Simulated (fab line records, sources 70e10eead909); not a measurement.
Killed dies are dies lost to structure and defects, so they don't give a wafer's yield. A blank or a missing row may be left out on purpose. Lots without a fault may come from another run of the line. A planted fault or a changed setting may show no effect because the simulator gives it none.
Which tool did it? | flow nand_harc | 15 lots, 45 wafers sampled, at 2 steps of a route of 1302

WHAT THE GAUGES READ, wafer by wafer
NHARC_P_BONDPAD_THK_MEAS_20: measures by xrf. Usual: thk_nm 161.3 nm, standard deviation 1.5.
lot  | measured     | on            | thk_nm (nm)       | flag
L565 | day 6 21:04  | film_metro-02 | 163.4 161.3 162.8 |
L566 | day 7 00:31  | film_metro-02 | 163.3 164.2 161.3 |
L567 | day 7 14:23  | film_metro-02 | 162.6 160.7 161.6 |
L568 | day 8 02:01  | film_metro-02 | 159.3 159.2 158.3 |
L569 | day 8 03:35  | film_metro-01 | 161.1 162.1 163.1 |
L571 | day 9 07:06  | film_metro-01 | 164.0 158.6 161.1 |
L572 | day 10 02:19 | film_metro-01 | 164.6 162.1 162.1 |
L573 | day 10 11:09 | film_metro-01 | 160.7 162.4 161.6 |
L574 | day 10 12:43 | film_metro-02 | 162.6 160.3 160.0 |
L581 | day 13 14:28 | film_metro-02 | 161.3 161.5 163.2 |
L583 | day 14 00:50 | film_metro-01 | 157.8 160.8 160.7 |
L584 | day 14 12:10 | film_metro-02 | 162.4 164.3 159.0 |
L586 | day 15 07:48 | film_metro-01 | 161.3 159.8 160.3 |
L587 | day 15 20:20 | film_metro-02 | 160.1 161.8 162.6 |
L588 | day 16 06:08 | film_metro-02 | 160.1 160.1 159.4 |

WHICH TOOL RAN EACH LOT (tool, then ch and the chambers of the sampled wafers, then the start)
lot  | NHARC_P_BONDPAD_PRE_CLEAN_26
L565 | pvd_sputter-03, day 6 21:04 or earlier
L566 | pvd_sputter-01, day 7 00:31 or earlier
L567 | pvd_sputter-01, day 7 14:23 or earlier
L568 | pvd_sputter-01, day 8 02:01 or earlier
L569 | pvd_sputter-02, day 8 03:35 or earlier
L571 | pvd_sputter-03, day 9 07:06 or earlier
L572 | pvd_sputter-02, day 10 02:19 or earlier
L573 | pvd_sputter-02, day 10 11:09 or earlier
L574 | pvd_sputter-03, day 10 12:43 or earlier
L581 | pvd_sputter-02, day 13 14:28 or earlier
L583 | pvd_sputter-03, day 14 00:50 or earlier
L584 | pvd_sputter-03, day 14 12:10 or earlier
L586 | pvd_sputter-01, day 15 07:48 or earlier
L587 | pvd_sputter-01, day 15 20:20 or earlier
L588 | pvd_sputter-01, day 16 06:08 or earlier
- NHARC_P_BONDPAD_PRE_CLEAN_26: time 30 s.

WHAT THE TOOLS THEMSELVES READ (means of the sampled wafers that have a number; where no wafer has one, the mark that the record gives instead)
NHARC_P_BONDPAD_PRE_CLEAN_26. Usual: heater_power_w 406 W, standard deviation 49.
lot  | tool           | heater_power_w (W) | flag
L565 | pvd_sputter-03 | 418                |
L566 | pvd_sputter-01 | 444                |
L567 | pvd_sputter-01 | 392                |
L568 | pvd_sputter-01 | 424                |
L569 | pvd_sputter-02 | 444                |
L571 | pvd_sputter-03 | 398                |
L572 | pvd_sputter-02 | 374                |
L573 | pvd_sputter-02 | 394                |
L574 | pvd_sputter-03 | 390                |
L581 | pvd_sputter-02 | 443                |
L583 | pvd_sputter-03 | 412                |
L584 | pvd_sputter-03 | 416                |
L586 | pvd_sputter-01 | 422                |
L587 | pvd_sputter-01 | 416                |
L588 | pvd_sputter-01 | 387                |

THE ANSWER, worked out from the rows above alone
Rule: a lot is off if the mean of its wafers that have a number lies more than 3 standard deviations from the usual mean. A lot without any number at a reading at which 4 lots or more have one is off too. The other lots that the step has rows for count as sound. The gauges are gone through in route order, then the tools' own readings, and for those a lot's mean is taken as printed above. The first step at which some lot is off is used, and at that step the reading that is off furthest; a lot without a number counts as furthest.
No lot is off at any reading shown: from this, nothing can be told.

WHAT THE SIMULATOR HAD PUT IN
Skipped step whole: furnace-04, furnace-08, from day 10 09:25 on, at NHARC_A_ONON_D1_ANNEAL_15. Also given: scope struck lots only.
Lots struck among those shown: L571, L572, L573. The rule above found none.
